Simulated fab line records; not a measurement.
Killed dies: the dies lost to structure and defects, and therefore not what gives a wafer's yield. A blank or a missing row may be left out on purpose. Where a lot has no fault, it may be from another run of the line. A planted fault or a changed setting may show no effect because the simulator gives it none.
Problem report in the 8D (eight disciplines) form, filled by code | flow nandHarc | the parts of the form that need people (team, actions taken, sign-off) are left out

## 1. THE PROBLEM
Wafers with no fault read 86.4 s with a standard deviation of 0.54, whereas runLengthS at NHARC_A_CONTACT_ETCH_75 reads a mean of 70.6 s on 1 wafer of 1 lot. That is -29 standard deviations from the usual mean.
The step: etches the open film in CF4, target depth 39 nm, time 65 s.
First seen on wafer L911.2, day 20 23:23, on rieDiel-06. The record holds 39 wafers of 13 lots with a number at this step. Rule for "out", or "out of limits": more than 4 standard deviations from the usual mean. The other wafers with a number count as sound.

## 2. WHAT IT IS, AND WHAT IT ISN'T
question                    | is                | is not
which readings at this step | runLengthS        | drypumpMotorCurrentA, oesProductAu, rfVppV, showerheadPlenumPTorr, throttleValvePct
which lots                  | L911              | L894, L895, L896, L897, L898, L899, L900, L901, L912, L913, L915, L916
which wafers of those lots  | L911.2            | L911.1, L911.5
read on which tools         | rieDiel-06        | rieDiel-03, rieDiel-08
when                        | from day 20 23:23 | up to then (26 sound wafers); but 12 sound wafers of L912, L913, L915, L916 came after

## 3. WHAT RULES OUT EACH SUSPECT
Counting: any tool at a process step up to the reading remains a suspect provided it ran every lot that is out. Sound lots after the first of them don't rule it out here, since some wafers of a struck lot are sound.
- pecvd-01 at NHARC_A_CONTACT_DEP_58 (deposits SiON, target thk 60 nm): kept. The lot that is out, L911, ran on it at day 20 22:23; the last sound lot it ran before that was L898, at day 17 12:56.
- rieDiel-06 at NHARC_A_CONTACT_ETCH_75 (etches the open film in CF4, target depth 39 nm, time 65 s): kept. The lot that is out, L911, ran on it at day 20 23:23; the last sound lot it ran before that was L901, at day 18 09:51. Out on those wafers are its own readings of runLengthS.
- Within pecvd-01 at NHARC_A_CONTACT_DEP_58: the wafers that are out ran in chamber 1; their sound lot-mates ran in chambers 0, 2.
- Within rieDiel-06 at NHARC_A_CONTACT_ETCH_75, the wafers that are out were processed in chamber 2 and their sound lot-mates in chamber 1.
Remaining after the count are pecvd-01 at NHARC_A_CONTACT_DEP_58 and rieDiel-06 at NHARC_A_CONTACT_ETCH_75.

## 4. THE CAUSE (what the simulator had put in)
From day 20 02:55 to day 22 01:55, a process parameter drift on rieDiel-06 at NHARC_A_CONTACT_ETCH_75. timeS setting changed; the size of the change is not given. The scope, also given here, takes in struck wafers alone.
2 suspects survive the count, and this tool is in that group.

## 5. THE CHAIN OF EFFECTS, in route order
Rows list readings where the struck wafers' mean (over those with a number) sits beyond 3 standard deviations from the usual. Only readings whose record carries a usual standard deviation are examined. hours: median over the lots of the time between each lot's start at the first step of this table that gives one and its start at this step. sigmas: the change, counted in usual standard deviations.
hours | step                    | reading    | usual  | on struck wafers | change | sigmas
0     | NHARC_A_CONTACT_ETCH_75 | runLengthS | 86.4 s | 70.6             | -15.8  | -29
The process steps in it:
- NHARC_A_CONTACT_ETCH_75: etches the open film in CF4, target depth 39 nm, time 65 s.
Readings that are blank on the struck wafers while sound wafers have them: rfFwdPowerW at NHARC_A_CONTACT_ETCH_75.
Later steps that measure or inspect, where all struck wafers having a row at the step show a number for every such reading and not one has moved that far: NHARC_END_SORT_01.

## 6. WHAT WOULD HAVE CAUGHT IT SOONER
First out-of-limits reading in this record: day 20 23:23, which is 20 hours after fault onset at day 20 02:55.
